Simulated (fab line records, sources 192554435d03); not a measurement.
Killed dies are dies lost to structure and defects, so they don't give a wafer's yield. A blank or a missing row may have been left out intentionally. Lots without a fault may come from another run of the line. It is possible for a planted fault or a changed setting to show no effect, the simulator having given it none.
fab line records || flow n5Finfet
record: {"lots": 4, "wafers": 12, "lastDay": 16}
route steps=1938 shown BEOL_M15@1823 PASS1_DEP@1831 MIM_BOT@1832 MIM_TOP@1834 MIM_TOP_LITHO@1839 PASSIVATION@1936
lots that met no fault: from a run of the same line without faults
startH: hours from the record's first day to the start of the lot's first wafer shown || waitH: hours since the lot's step before || " the same as in the row above || L1.1+2: a single row standing in for several wafers || - either no value or no given start || * or withheld: withheld || < > ~ a bound
route shown NAME@n: names a module that has steps shown in the file, with the first one's number in the route || usual: the fault-free wafers' mean and standard deviation || same: alike in all rows || chamber/n: place in a boat || sites: readings site by site || _std_site: their standard deviation || _edge_site: inner sites' mean taken away from outer sites' mean || radiusMm: for every site, how far away it sits from the centre of the wafer || mask NAME#n: copy n || behind: the most recent tool/chamber to have shaped the wafer || hold: the reason the lot was held/the length of the hold in hours/how it ended || device: transistor that didn't switch, given as n, p or np || end of line: the same wafers' tests at the end of the route || a step with no rows: only its recipe || killed: dies that structure and defects cost at the first sort, which is not the same as the wafer's yield || map: per-die view of a wafer (x killed, . not killed, _ where there is no die)
set.NAME: the setting that was run; set.NAME@STEP: the one run at that earlier step || model.NAME: the simulator's own value behind a step, which no gauge read
lots at some steps of the route; a table a step, a row a wafer
== steps ==
step: N5_BEOL_M15_ANNEAL_48
recipe: {"tempC": 225, "timeS": 90, "ambient": "N2"}
step: N5_BEOL_M15_CMP_49
recipe: {"stopOn": "SiO2", "tOverpolishS": 4.9, "downForcePsi": 2, "platenRpm": 80, "clearingPlatenDownForcePsi": 2, "clearingPlatenRpm": 80, "postCmpClean": "cuAlkaline", "targetThkNm": 850, "clearingPlatenPadVelocityMS": 1.5917, "padVelocityMS": 1.5917}
step: N5_BEOL_M15_PRE_CLEAN_52
recipe: {"gas": "NH3", "timeS": 15, "tempC": "withheld", "rfPowerW": 300}
step: N5_BEOL_M15_DEP_53
recipe: {"material": "SiCN", "targetThkA": 500, "tempC": "withheld", "precursor": "3MS/NH3", "pressureTorr": 3, "rfW": 675, "timeS": 17.8}
step: N5_PASSIVATION_PECVD_00
recipe: {"material": "SiO2", "targetThkA": 2000, "tempC": 400, "precursor": "SiH4/N2O", "pressureTorr": 2.7, "rfW": 608, "timeS": 11.2}
step: N5_MIM_BOT_DEGAS_01
recipe: {"ambient": "vacuum", "tempC": 300, "timeS": 60}
step: N5_MIM_BOT_SPUTTER_00
recipe: {"material": "TiN", "targetThkA": 350, "tempC": 200, "powerW": 3000, "chamberPressurePa": 0.49996, "gas": "Ar", "reactivePartialPa": 0.37997, "timeS": 89.7}
step: N5_MIM_TOP_ALD_00
recipe: {"material": "Al2O3", "targetThkA": "*", "tempC": "withheld", "aldPrecursorFamily": "TMA", "aldCoReactant": "O3", "pulseTimeS": "withheld", "purgeTimeS": 3, "coReactantPurgeTimeS": "withheld", "coReactantPulseTimeS": 3, "aldCycles": "withheld"}
step: N5_MIM_TOP_ALD_01
recipe: {"material": "HfO2", "targetThkA": 56, "tempC": "withheld", "aldPrecursorFamily": "Hf-amide", "aldCoReactant": "O3", "pulseTimeS": 1, "purgeTimeS": 3, "coReactantPurgeTimeS": 2, "coReactantPulseTimeS": 3, "aldCycles": 62}
usual: {"precursorPulseHeightRel": "1.001/0.019"}
same: {"aldCycles": 62, "pulseTimeS": 1}
{"lot.wafer": "L749.3", "tool": "aldHk-02", "chamber": 0, "startH": 267, "waitH": "-", "precursorPulseHeightRel": 0.980}
{"lot.wafer": "L749.4", "tool": "aldHk-02", "chamber": 1, "startH": 267, "waitH": "-", "precursorPulseHeightRel": 1.018}
{"lot.wafer": "L749.5", "tool": "aldHk-02", "chamber": 0, "startH": 267, "waitH": "-", "precursorPulseHeightRel": 1.015}
{"lot.wafer": "L757.3", "tool": "aldHk-02", "chamber": 2, "startH": 323, "waitH": "-", "precursorPulseHeightRel": 0.974}
{"lot.wafer": "L757.5", "tool": "aldHk-02", "chamber": 2, "startH": 324, "waitH": "-", "precursorPulseHeightRel": 0.976}
{"lot.wafer": "L757.6", "tool": "aldHk-02", "chamber": 3, "startH": 324, "waitH": "-", "precursorPulseHeightRel": 1.028}
{"lot.wafer": "L758.2", "tool": "aldHk-02", "chamber": 0, "startH": 336, "waitH": "-", "precursorPulseHeightRel": 1.004}
{"lot.wafer": "L758.5", "tool": "aldHk-02", "chamber": 3, "startH": 336, "waitH": "-", "precursorPulseHeightRel": 0.982}
{"lot.wafer": "L758.6", "tool": "aldHk-02", "chamber": 2, "startH": 336, "waitH": "-", "precursorPulseHeightRel": 1.060}
{"lot.wafer": "L763.1", "tool": "aldHk-01", "chamber": 2, "startH": 358, "waitH": "-", "precursorPulseHeightRel": 1.016}
{"lot.wafer": "L763.2", "tool": "aldHk-01", "chamber": 1, "startH": 358, "waitH": "-", "precursorPulseHeightRel": 1.027}
{"lot.wafer": "L763.5", "tool": "aldHk-01", "chamber": 3, "startH": 358, "waitH": "-", "precursorPulseHeightRel": 1.001}
step: N5_MIM_TOP_ALD_02
recipe: {"material": "Al2O3", "targetThkA": "*", "tempC": "withheld", "aldPrecursorFamily": "TMA", "aldCoReactant": "O3", "pulseTimeS": "withheld", "purgeTimeS": 3, "coReactantPurgeTimeS": "withheld", "coReactantPulseTimeS": 3, "aldCycles": "withheld"}
step: N5_MIM_TOP_DEGAS_04
recipe: {"ambient": "vacuum", "tempC": 300, "timeS": 60}
step: N5_MIM_TOP_SPUTTER_03
recipe: {"material": "TiN", "targetThkA": 350, "tempC": 200, "powerW": 3000, "chamberPressurePa": 0.49996, "gas": "Ar", "reactivePartialPa": 0.37997, "timeS": 89.7}
step: N5_MIM_TOP_LITHO_HMDS_01
recipe: {"timeS": 60, "tempC": 120}
step: N5_MIM_TOP_LITHO_COAT_02
recipe: {"spinRpm": "*", "resistThkNm": "*"}
step: N5_MIM_TOP_LITHO_EBR_04
recipe: {"solvent": "PGMEA", "ebrWidthMm": 1.5}
step: N5_MIM_TOP_LITHO_SOFTBAKE_03
recipe: {"tempC": 100, "timeS": 90}
step: N5_MIM_TOP_LITHO_EXPOSE_05
recipe: {"maskId": "MIM_TOP", "na": 0.55, "sourceShape": "conventional", "sigmaOuter": 0.8, "polarization": "unpolarized", "targetCdNm": 2000, "doseMj": 20.5}
step: N5_MIM_TOP_LITHO_PEB_06
recipe: {"pebTempC": "withheld", "pebTimeS": "*"}
step: N5_MIM_TOP_LITHO_DEVELOP_07
recipe: {"developTimeS": 60, "rinseLiquid": "diw", "dry": "airSpin", "devTempC": 21}
step: N5_MIM_TOP_LITHO_HARDBAKE_09
recipe: {"tempC": 130, "timeS": 120}
step: N5_MIM_TOP_LITHO_INSPECT_12
recipe: {"mode": "adi", "inspectInstrument": "macro"}
usual: {"rawDefectCount": "2.2/1.5"}
{"lot.wafer": "L749.3", "tool": "defectInspect-02", "chamber": "-", "startH": 269.10, "waitH": 0.0, "rawDefectCount": 0}
{"lot.wafer": "L749.4", "tool": "defectInspect-02", "chamber": "-", "startH": 269.10, "waitH": 0.0, "rawDefectCount": 4}
{"lot.wafer": "L749.5", "tool": "defectInspect-02", "chamber": "-", "startH": 269.10, "waitH": 0.0, "rawDefectCount": 4}
{"lot.wafer": "L757.3", "tool": "defectInspect-02", "chamber": "-", "startH": 326.69, "waitH": 0.0, "rawDefectCount": 4}
{"lot.wafer": "L757.5", "tool": "defectInspect-02", "chamber": "-", "startH": 326.69, "waitH": 0.0, "rawDefectCount": 1}
{"lot.wafer": "L757.6", "tool": "defectInspect-02", "chamber": "-", "startH": 326.69, "waitH": 0.0, "rawDefectCount": ">300"}
{"lot.wafer": "L758.2", "tool": "defectInspect-01", "chamber": "-", "startH": 337.06, "waitH": 0.0, "rawDefectCount": 2}
{"lot.wafer": "L758.5", "tool": "defectInspect-01", "chamber": "-", "startH": 337.06, "waitH": 0.0, "rawDefectCount": ">300"}
{"lot.wafer": "L758.6", "tool": "defectInspect-01", "chamber": "-", "startH": 337.06, "waitH": 0.0, "rawDefectCount": 2}
{"lot.wafer": "L763.1", "tool": "defectInspect-02", "chamber": "-", "startH": 361.86, "waitH": 0.0, "rawDefectCount": 0}
{"lot.wafer": "L763.2", "tool": "defectInspect-02", "chamber": "-", "startH": 361.86, "waitH": 0.0, "rawDefectCount": 2}
{"lot.wafer": "L763.5", "tool": "defectInspect-02", "chamber": "-", "startH": 361.86, "waitH": 0.0, "rawDefectCount": 1}
step: N5_MIM_TOP_LITHO_DESCUM_10
recipe: {"chemistry": "O2", "timeS": 7.9, "sourcePowerW": 50, "biasPowerW": 20, "pressureMtorr": 20, "rfFrequencyHz": 2.712e+07, "tempC": 40, "o2FlowSccm": 225}
step: N5_PASSIVATION_PROBE_49
usual: {"defectLimitedYield": "91.1/1.4", "killed_at_M0_to_M3": "35/8.7", "killed_at_M4_up": "14/5.3", "killedAtContacts": "12/6.2", "killedAtFrontEnd": "41/12", "killedAtOther": "3.4/2.6", "killedDies": "105/16", "killedOpen": "67/13", "killedShort": "36/7.3", "sort_bin_5_function": "5.2/0.96", "sort_bin_6_memory": "3.3/0.6", "sortNPass": "1075/16", "sortYieldPct": "91.1/1.4"}
same: {"grossDies": 1180, "killedAtBackSide": 0, "sort_bin_4_leakage[%]": 0, "sort_bin_8_speed[%]": 0}
{"lot.wafer": "L757.6", "tool": "prober-01", "chamber": "-", "startH": 336.35, "waitH": 0.3, "defectLimitedYield[%]": 81.7, "killed_at_M0_to_M3": 36, "killed_at_M4_up": 10, "killedAtContacts": 6, "killedAtFrontEnd": 30, "killedAtOther": 134, "killedDies": 216, "killedOpen": 62, "killedShort": 20, "sort_bin_5_function[%]": 11.9, "sort_bin_6_memory[%]": 3.4, "sortNPass": 964, "sortYieldPct[%]": 81.7}
{"lot.wafer": "L758.5", "tool": "prober-02", "chamber": "-", "startH": 348.11, "waitH": 0.4, "defectLimitedYield[%]": 82.3, "killed_at_M0_to_M3": 19, "killed_at_M4_up": 9, "killedAtContacts": 5, "killedAtFrontEnd": 38, "killedAtOther": 138, "killedDies": 209, "killedOpen": 41, "killedShort": 29, "sort_bin_5_function[%]": 9.6, "sort_bin_6_memory[%]": 3.3, "sortNPass": 971, "sortYieldPct[%]": 82.3}
killed by level:class
L757.6 MIM_TOP:unspecified=133 STI_FIN_REVEAL:geometricParticle:open=9 BEOL_M2:geometricParticle:open=7 BEOL_M3:geometricParticle:open=7 DUMMY_GATE:geometricParticle:open=6 BEOL_M0_SAQP:geometricParticle:open=6 MOL_CONTACT_COAG:geometricParticle:open=5 BEOL_M4:geometricParticle:open=5
L758.5 MIM_TOP:unspecified=138 FIN_SAQP:geometricParticle:open=8 FIN_SAQP:geometricParticle:short=6 GATE_CUT:geometricParticle:short=6 BEOL_M0_SAQP:geometricParticle:open=6 BEOL_M0_SAQP:geometricParticle:short=6 GATE_CUT:geometricParticle:open=5 STI_FIN_REVEAL:geometricParticle:open=4
map L757.6 (x killed, . not)
_________________.xx.........________________
______________....x............._____________
___________x.......................__________
__________........x................._________
________..............x...x..........._______
_______....x...........................______
______...x.............................._____
_____.................x..........x.x..x.x____
____......................x......x.x..x.x.___
___........x....................xxxxxxxxxxx__
___...x..................x....x...xxxxxxxxx__
__..x..................x.........xxxxxxxxxxx_
__......................x.....x.xxxxxxxxxxxx_
_.................x........x...xxxxxxxxxxxxxx
_....x...................xx...x.xxxxxxxxxxxxx
_...........x..............x....xxxxxxxxxxxxx
_..xx...........................xx.xxxxxxxxxx
_.......xx......x..x........xx...x.xxxxxxxxxx
_.........x...............x..x..xxxxxxxxxxxxx
_...................x.x....x......xx..xx.xxx.
_......x.....x.......................x..x....
__........x............x....x..........x...._
__.....x......x...x.........x..x..x........._
___...............x....x..x.....x..........__
___.............xx..........x..............__
____...............................xx.x...___
_____.........................x..........____
______.........x.....x.................._____
_______......x........x.........xx.x...______
________...................x.........._______
__________..x...........xx.........._________
___________.........x.......x......__________
______________..........x.x....._____________
_________________........x...________________
map L758.5 (x killed, . not)
_________________.x...x......________________
______________......x..........x_____________
___________..x.....................__________
__________........x............x...._________
________x................xx......x...._______
_______......x.........................______
______....xx.x......x.............x.x.x._____
_____................x..............x....____
____.......x....x...................xx.x.x___
___..............................xxxxxxxxxx__
___.................x.x...xx....xxxxxxxxxxx__
__.....x.........................xxxxxxxxxxx_
__...x.......x..........x.....xxxxxxxxxxxxxx_
_x..............x.x........x....xxxxxxxxxxxxx
_.......x..........x...x....xx.xxxxxxxxxxxxxx
_.................x............x.xxxxxxxxxxxx
_...x..................x.........xxxxxxxxxxxx
_............xx...................xxxxxxxxxxx
_.................x..............xxxxxxxxxxxx
_............x....................xxxxxxxxxx.
_.x..........x..............x...x.....x....x.
__..................x.................x.xx.._
__x..x....................x........x........_
___.......................................x__
___...............x...........x..xx........__
____........x.......x..............x......___
_____....................................____
______.....x....................x......._____
_______................................______
________.............................._______
__________..............x..........._________
___________...............x........__________
______________.................._____________
_________________........x...________________
== key ==
firstSign: {"step": "N5_MIM_TOP_LITHO_INSPECT_12", "reading": "rawDefectCount", "direction": "up", "sigmas": "99+", "usual": 2.2, "struck": ">300"}
effect: {"step": "N5_PASSIVATION_PROBE_49", "reading": "killedAtOther", "direction": "up", "sigmas": 50, "usual": 3.4, "struck": 136}
moreKillsBornAt: {"N5_MIM_TOP_ALD_01@aldHk-02": 271}
metAt N5_MIM_TOP_ALD_01
struckWafers L757.6,L758.5
fault: {"kind": "chamberParticleSource", "tool": "aldHk-02", "chamber": 3, "onsetH": 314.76, "steps": "N5_MIM_TOP_ALD_01", "ratePerVisitCm2": 1.7076, "endH": 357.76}
